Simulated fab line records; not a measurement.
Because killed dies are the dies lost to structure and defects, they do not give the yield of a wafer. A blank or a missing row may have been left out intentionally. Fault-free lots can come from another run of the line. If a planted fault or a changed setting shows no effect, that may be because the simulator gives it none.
Split-lot experiment / flow n5Finfet / on a route of 1938 steps: 7 lots, 21 wafers read

== SPLIT DETAILS ==
At N5_BEOL_M6_EXPOSE_25 (exposes mask V5, target cd 40 nm), the setting doseMj was moved away from the recipe's 45 on 7 of the 21 wafers read, by -5.0% to +7.2%. For the rest of the wafers, this setting stayed at what the recipe calls for.

== FROM THE SPLIT TO THE READING: what the file shows between them, 2 steps ==
- N5_BEOL_M6_PEB_26: peb time 60 s
- N5_BEOL_M6_DEVELOP_27: develop time 30 s

== THE READING ==
cdNm, in nm, at N5_BEOL_M6_CD_MEAS_28 (target cd 40 nm). Typical for fault-free wafers on this fab line: 40.01 nm, with standard deviation 0.21 nm.

wafer=L079.4; tool, chamber at the split=euvScanner-02, 0; doseMj as run=48.01; against the recipe=+6.7%; cdNm, nm=41.35; against lot-mates on the recipe=+1.01
wafer=L079.5; tool, chamber at the split=euvScanner-02, 0; doseMj as run=45; against the recipe=recipe; cdNm, nm=40.18; against lot-mates on the recipe=-
wafer=L079.6; tool, chamber at the split=euvScanner-02, 0; doseMj as run=45; against the recipe=recipe; cdNm, nm=40.50; against lot-mates on the recipe=-
wafer=L089.1; tool, chamber at the split=euvScanner-02, 0; doseMj as run=45; against the recipe=recipe; cdNm, nm=39.77; against lot-mates on the recipe=-
wafer=L089.2; tool, chamber at the split=euvScanner-02, 0; doseMj as run=47.18; against the recipe=+4.8%; cdNm, nm=41.15; against lot-mates on the recipe=+1.38
wafer=L089.3; tool, chamber at the split=euvScanner-02, 0; doseMj as run=47.18; against the recipe=+4.8%; cdNm, nm=41.05; against lot-mates on the recipe=+1.28
wafer=L090.1; tool, chamber at the split=euvScanner-02, 0; doseMj as run=45; against the recipe=recipe; cdNm, nm=39.87; against lot-mates on the recipe=-
wafer=L090.2; tool, chamber at the split=euvScanner-02, 0; doseMj as run=45; against the recipe=recipe; cdNm, nm=40.04; against lot-mates on the recipe=-
wafer=L090.3; tool, chamber at the split=euvScanner-02, 0; doseMj as run=42.77; against the recipe=-5.0%; cdNm, nm=38.47; against lot-mates on the recipe=-1.48
wafer=L092.1; tool, chamber at the split=euvScanner-01, 0; doseMj as run=48.12; against the recipe=+6.9%; cdNm, nm=41.61; against lot-mates on the recipe=+1.86
wafer=L092.2; tool, chamber at the split=euvScanner-01, 0; doseMj as run=48.12; against the recipe=+6.9%; cdNm, nm=41.20; against lot-mates on the recipe=+1.45
wafer=L092.4; tool, chamber at the split=euvScanner-01, 0; doseMj as run=45; against the recipe=recipe; cdNm, nm=39.75; against lot-mates on the recipe=-
wafer=L091.2; tool, chamber at the split=euvScanner-01, 0; doseMj as run=45; against the recipe=recipe; cdNm, nm=39.91; against lot-mates on the recipe=-
wafer=L091.4; tool, chamber at the split=euvScanner-01, 0; doseMj as run=45; against the recipe=recipe; cdNm, nm=39.97; against lot-mates on the recipe=-
wafer=L091.6; tool, chamber at the split=euvScanner-01, 0; doseMj as run=45; against the recipe=recipe; cdNm, nm=39.98; against lot-mates on the recipe=-
wafer=L093.3; tool, chamber at the split=euvScanner-01, 0; doseMj as run=45; against the recipe=recipe; cdNm, nm=40.09; against lot-mates on the recipe=-
wafer=L093.5; tool, chamber at the split=euvScanner-01, 0; doseMj as run=45; against the recipe=recipe; cdNm, nm=40.37; against lot-mates on the recipe=-
wafer=L093.6; tool, chamber at the split=euvScanner-01, 0; doseMj as run=45; against the recipe=recipe; cdNm, nm=40.30; against lot-mates on the recipe=-
wafer=L095.2; tool, chamber at the split=euvScanner-02, 0; doseMj as run=45; against the recipe=recipe; cdNm, nm=39.57; against lot-mates on the recipe=-
wafer=L095.3; tool, chamber at the split=euvScanner-02, 0; doseMj as run=45; against the recipe=recipe; cdNm, nm=40.09; against lot-mates on the recipe=-
wafer=L095.4; tool, chamber at the split=euvScanner-02, 0; doseMj as run=48.23; against the recipe=+7.2%; cdNm, nm=41.49; against lot-mates on the recipe=+1.66

THE FIT
A straight line over all 21 wafers: cdNm changes by +0.22 nm for each +1% of doseMj; r = +0.95; the points scatter about the line by 0.25 nm.
The same after taking each lot's own level away (the mean of its wafers on the recipe; 21 wafers): +0.238 nm for each +1%; r = +0.97; scatter 0.21 nm.
On that fit, the largest move of doseMj shifts the reading by 1.7 nm.
The lots' own levels span 39.750 to 40.340 nm, that is 2.8 times the standard deviation above.
Consequently the slope shifts little with the lot-to-lot level, the two slopes agreeing.
Check: with one of the wafers moved furthest among these (+7.2%) left out of the fit, the line predicts +1.68 nm for it against its lot-mates. It came out at +1.66 nm against them.

== FURTHER SPLITS ON THESE WAFERS ==
Before the reading, these wafers also passed through other splits. Each is held against what the fit with the lots' levels taken away leaves over:
other split on the same wafers=N5_BEOL_M3_EXPOSE_25 doseMj; wafers away from the commonest value=7; r with cdNm (lot level and that fit taken away)=-0.47
other split on the same wafers=N5_BEOL_M4_DESCUM_33 timeS; wafers away from the commonest value=8; r with cdNm (lot level and that fit taken away)=-0.40
other split on the same wafers=N5_BEOL_M6_COAT_71 spinRpm; wafers away from the commonest value=6; r with cdNm (lot level and that fit taken away)=-0.20

== THE WHOLE CHAIN: every reading that the file lists as answering this split, in the file's order ==
step=N5_BEOL_M6_CD_MEAS_28; what it does=target cd 40 nm; reading=cdNm; change (the file's fit)=+0.229 nm for each +1% of the setting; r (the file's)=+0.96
step=N5_BEOL_M6_DESCUM_33; what it does=chemistry O2, time 7 s; reading=BEOL_M6.cdNm (the simulator's own value, which no gauge read); change (the file's fit)=+0.222 nm for each +1% of the setting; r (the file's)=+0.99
step=N5_BEOL_M6_ETCH_65; what it does=etches SiARC in CF4, target depth 15.6 nm, time 26 s; reading=BEOL_M6.cdNm (the simulator's own value, which no gauge read); change (the file's fit)=+0.201 nm for each +1% of the setting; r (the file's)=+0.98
step=N5_BEOL_M6_ETCH_66; what it does=etches SOC in N2/H2, target depth 80 nm, overetch 16 nm, time 120 s; reading=BEOL_M6.cdNm (the simulator's own value, which no gauge read); change (the file's fit)=+0.167 nm for each +1% of the setting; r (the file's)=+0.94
step=N5_BEOL_M6_VIA_ETCH_34; what it does=etches SiCOH lowk in C4F6/O2, target depth 126.3 nm, time 50.9 s; reading=BEOL_M6.cdNm (the simulator's own value, which no gauge read); change (the file's fit)=+0.183 nm for each +1% of the setting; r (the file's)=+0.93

== FILE'S OWN FIT ==
cdNm changes by +0.229 nm for each +1% of doseMj, r = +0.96.
